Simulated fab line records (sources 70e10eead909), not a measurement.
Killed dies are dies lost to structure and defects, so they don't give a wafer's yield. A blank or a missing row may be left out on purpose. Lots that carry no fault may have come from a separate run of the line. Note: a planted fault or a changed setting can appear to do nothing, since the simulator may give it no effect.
Chamber matching -- flow nand-harc -- 4 sister chambers for NHARC_P_BONDPAD_STRIP_15 on rie-diel-11
The step strips in O2. 16 wafers are shown with their chamber, then 8 later ones without.

## WAFERS PAIRED WITH THEIR CHAMBERS
wafer,chamber,drypump-motor-current-A (A),oes-product-au (a.u.),rf-vpp-V (V)
L916.1,3,5.9,0.991,57.3
L916.2,2,5.5,1.034,56.3
L916.4,0,6.0,1.000,58.6
L917.3,3,5.9,1.009,57.4
L917.4,0,6.1,1.006,58.9
L917.5,1,5.0,1.011,58.6
L919.1,3,5.9,1.013,58.3
L919.4,2,5.6,1.038,57.0
L919.5,0,6.1,1.010,56.9
L920.1,1,5.0,0.997,57.0
L920.2,2,5.6,1.025,59.3
L920.6,1,5.0,1.002,58.4
L924.2,2,5.5,1.018,58.0
L924.4,0,6.1,0.992,60.6
L924.6,2,5.5,1.010,57.7
L932.1,1,5.0,1.003,57.5

SIGNATURES (averages over the wafers above)
reading,chamber 0,chamber 1,chamber 2,chamber 3,scatter within a chamber
drypump-motor-current-A,6.075,5.000,5.540,5.900,0.0403
oes-product-au,1.00200,1.00325,1.02500,1.00433,0.0095
rf-vpp-V,58.750,57.875,57.660,57.667,1.09
Rule: a wafer's distance from a chamber is the root of the sum, over the readings, of the square of ((its reading less the chamber's mean) divided by the reading's scatter). If the next closest chamber is less than 2 further off than the closest, the wafer can't be placed; otherwise it belongs to the closest. The scatter: the root of (the sum of the squares of (reading less its chamber's mean) over the shown wafers, divided by (wafers less chambers)).

## WAFERS WITH NO CHAMBER GIVEN
wafer,drypump-motor-current-A (A),oes-product-au (a.u.),rf-vpp-V (V)
L932.4,5.9,1.004,57.5
L932.6,6.0,1.028,57.9
L934.1,6.0,1.015,56.7
L934.2,5.5,1.014,58.5
L934.6,6.0,1.016,59.2
L936.2,6.1,1.024,59.4
L936.3,5.0,1.016,58.2
L936.5,5.9,1.011,57.6

## WHICH CHAMBER EACH ONE RAN IN
wafer,from the rows above,in truth
L932.4,3,3
L932.6,can't be placed: 0 or 3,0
L934.1,can't be placed: 3 or 0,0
L934.2,2,2
L934.6,can't be placed: 0 or 3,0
L936.2,0,0
L936.3,1,1
L936.5,3,3
Placed correctly: 5 of 8. Unplaceable from these rows: 3, with the true chamber sitting among the candidates in 3. Number placed wrongly: 0.
